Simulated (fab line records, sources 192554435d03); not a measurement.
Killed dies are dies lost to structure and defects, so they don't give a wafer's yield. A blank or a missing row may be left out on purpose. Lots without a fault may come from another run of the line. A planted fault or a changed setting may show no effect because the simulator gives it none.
Chamber matching | flow n5_finfet | N5_BEOL_M12_DESCUM_15 on rie_diel-02: 4 sister chambers
The step chemistry O2, time 7.9 s. 14 wafers are shown with their chamber, then 7 later ones without.

WAFERS WITH THEIR CHAMBER
wafer  | chamber | drypump_motor_current_A (A) | throttle_valve_pct (%) | showerhead_plenum_p_Torr (Torr)
L078.2 | 2       | 5.6                         | 20.51                  | 2.21
L078.4 | 1       | 6.0                         | 20.51                  | 1.98
L078.5 | 0       | 6.8                         | 19.91                  | 2.24
L080.1 | 1       | 5.9                         | 20.49                  | 1.98
L080.4 | 3       | 5.3                         | 20.41                  | 2.12
L080.6 | 3       | 5.3                         | 20.40                  | 2.12
L083.1 | 3       | 5.3                         | 20.42                  | 2.11
L083.4 | 0       | 6.8                         | 19.92                  | 2.23
L083.5 | 0       | 6.8                         | 19.93                  | 2.23
L084.2 | 3       | 5.3                         | 20.43                  | 2.11
L084.4 | 2       | 5.6                         | 20.53                  | 2.20
L084.6 | 0       | 6.8                         | 19.93                  | 2.23
L095.2 | 1       | 5.9                         | 20.14                  | 2.23
L095.4 | 0       | 6.8                         | 19.99                  | 2.22

SIGNATURES (means of the wafers above)
reading                  | chamber 0 | chamber 1 | chamber 2 | chamber 3 | scatter within a chamber
drypump_motor_current_A  | 6.800     | 5.933     | 5.600     | 5.300     | 0.0258
throttle_valve_pct       | 19.9360   | 20.3800   | 20.5200   | 20.4150   | 0.0955
showerhead_plenum_p_Torr | 2.2300    | 2.0633    | 2.2050    | 2.1150    | 0.0648
Rule: a wafer's distance from a chamber is the root of the sum, over the readings, of the square of ((its reading less the chamber's mean) divided by the reading's scatter). The wafer belongs to the nearest chamber; if the next one is less than 2 further off, it can't be placed. The scatter: the root of (the sum of the squares of (reading less its chamber's mean) over the shown wafers, divided by (wafers less chambers)).

WAFERS WITHOUT THEIR CHAMBER
wafer  | drypump_motor_current_A (A) | throttle_valve_pct (%) | showerhead_plenum_p_Torr (Torr)
L095.6 | 5.9                         | 20.14                  | 2.23
L096.3 | 5.3                         | 20.48                  | 2.10
L096.4 | 5.6                         | 20.59                  | 2.19
L096.5 | 6.8                         | 19.97                  | 2.22
L097.4 | 6.0                         | 20.15                  | 2.23
L097.5 | 6.8                         | 20.00                  | 2.22
L097.6 | 5.3                         | 20.47                  | 2.10

WHICH CHAMBER EACH WENT THROUGH
wafer  | from the rows above | in truth
L095.6 | 1                   | 1
L096.3 | 3                   | 3
L096.4 | 2                   | 2
L096.5 | 0                   | 0
L097.4 | 1                   | 1
L097.5 | 0                   | 0
L097.6 | 3                   | 3
Placed correctly: 7 of 7. Can't be placed from these rows: 0. Placed wrongly: 0.
